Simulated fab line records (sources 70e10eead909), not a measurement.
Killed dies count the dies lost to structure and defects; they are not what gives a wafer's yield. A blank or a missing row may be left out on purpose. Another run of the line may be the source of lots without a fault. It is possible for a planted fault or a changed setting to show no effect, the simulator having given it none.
A lot that was struck, set against a sound lot ; flow nand_harc ; 13 out of 1302 route steps
Sound: the wafers L960.3, L960.5, L960.6. Struck: wafer L954.1 (L954.2, L954.3, from the same lot, were not struck and are left out); the cause is given at the end.
At each step with rows: each side's tool, then ch and its chambers, then its first start. Under that, the readings that differ: sound wafers ; struck wafers ; difference of the means ; sigmas: that difference in standard deviations of wafers without a fault.
alike: readings with means less than 2 such deviations apart, plus words and numbers identical on both sides. not compared: withheld readings, readings lacking a value on some wafer, bounds such as >300 that could conceal the same value, and numbers that have no deviation in the record and whose values overlap.
Wherever a step has rows on one side only, a row that says differs or no value, or a row with sigmas, the two part there. Numbers that have no deviation but don't overlap get no sigmas and don't part them. Lack of a reading on every wafer of one side parts them only where that side has two or more wafers.

first, 3 steps without rows for these wafers: NHARC_A_STAIRCASE_HARDBAKE_311 (time 140 s); NHARC_A_STAIRCASE_DESCUM_312 (chemistry O2, time 3 s); NHARC_A_STAIRCASE_ETCH_313 (etches the open film in CF4/CHF3).
NHARC_A_STAIRCASE_HM_OPEN_463: chemistry O2/COS.
  sound on rie_diel-08 ch 0,1; struck on rie_diel-08 ch 0
  alike: bias_w, drypump_motor_current_A, oes_product_au, rf_vpp_V, showerhead_plenum_p_Torr, throttle_valve_pct
  not compared: rf_hours_counter_h
then, 1 step without rows for these wafers: NHARC_A_STAIRCASE_STRIP_464 (strips in O2/COS).
NHARC_A_STAIRCASE_ETCH_453: etches the open film in CF4/O2, target depth 30 nm, overetch 3 nm, time 16.5 s.
  sound on rie_diel-08 ch 0,1; struck on rie_diel-08 ch 3
  alike: bias_w, drypump_motor_current_A, oes_f_703_au, oes_product_au, rf_vpp_V, showerhead_plenum_p_Torr, throttle_valve_pct
  not compared: rf_hours_counter_h
NHARC_A_STAIRCASE_ETCH_315: etches the open film in C4F8/O2/Ar, target depth 2500 nm, time 607.1 s.
  sound on rie_diel-08 ch 2,3; struck on rie_diel-08 ch 0
  alike: bias_w, oes_product_au, rf_vpp_V
  not compared: rf_hours_counter_h
NHARC_A_STAIRCASE_STRIP_316: strips in O2.
  sound on rie_diel-08 ch 0,1,2; struck on rie_diel-08 ch 0
  alike: drypump_motor_current_A, oes_product_au, rf_vpp_V, showerhead_plenum_p_Torr, throttle_valve_pct
  not compared: rf_hours_counter_h
then, 3 steps without rows for these wafers: NHARC_A_STAIRCASE_STRIP_317 (strips in SPM, time 900 s); NHARC_A_STAIRCASE_PRECLEAN_318 (cleans in SC1); NHARC_A_STAIRCASE_SRD_329.
NHARC_A_STAIRCASE_ALD_415: deposits SiO2, target thk 30 nm, pulse time 6 s, ald cycles 300.
  sound on ald_hk-04 ch 0,3, day 25 05:32; struck on ald_hk-04 ch 0, day 22 03:45
reading;sound;struck;difference;sigmas
ald_cycles;300 300 300;343;+43;
heater_power_w (W);545 536 415;405;-94;-2
  alike: precursor_pulse_height_rel
NHARC_A_STAIRCASE_ETCHBACK_416: etches the open film in C4F8/O2/Ar, target depth 36 nm, time 7.2 s.
  sound on rie_diel-08 ch 0,1; struck on rie_diel-09 ch 1
reading;sound;struck;difference;sigmas
oes_product_au (a.u.);0.911 0.922 0.930;0.981;+0.060;+2
  alike: bias_w, rf_vpp_V
  not compared: rf_hours_counter_h

WHERE THEY PART
First at NHARC_A_STAIRCASE_ALD_415; last, within this record, at NHARC_A_STAIRCASE_ETCHBACK_416.

WHY: what had been put in by the simulator
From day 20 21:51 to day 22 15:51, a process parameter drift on ald_hk-04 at NHARC_A_STAIRCASE_ALD_415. The setting ald_cycles was moved by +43, starting from 300. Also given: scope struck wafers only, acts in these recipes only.
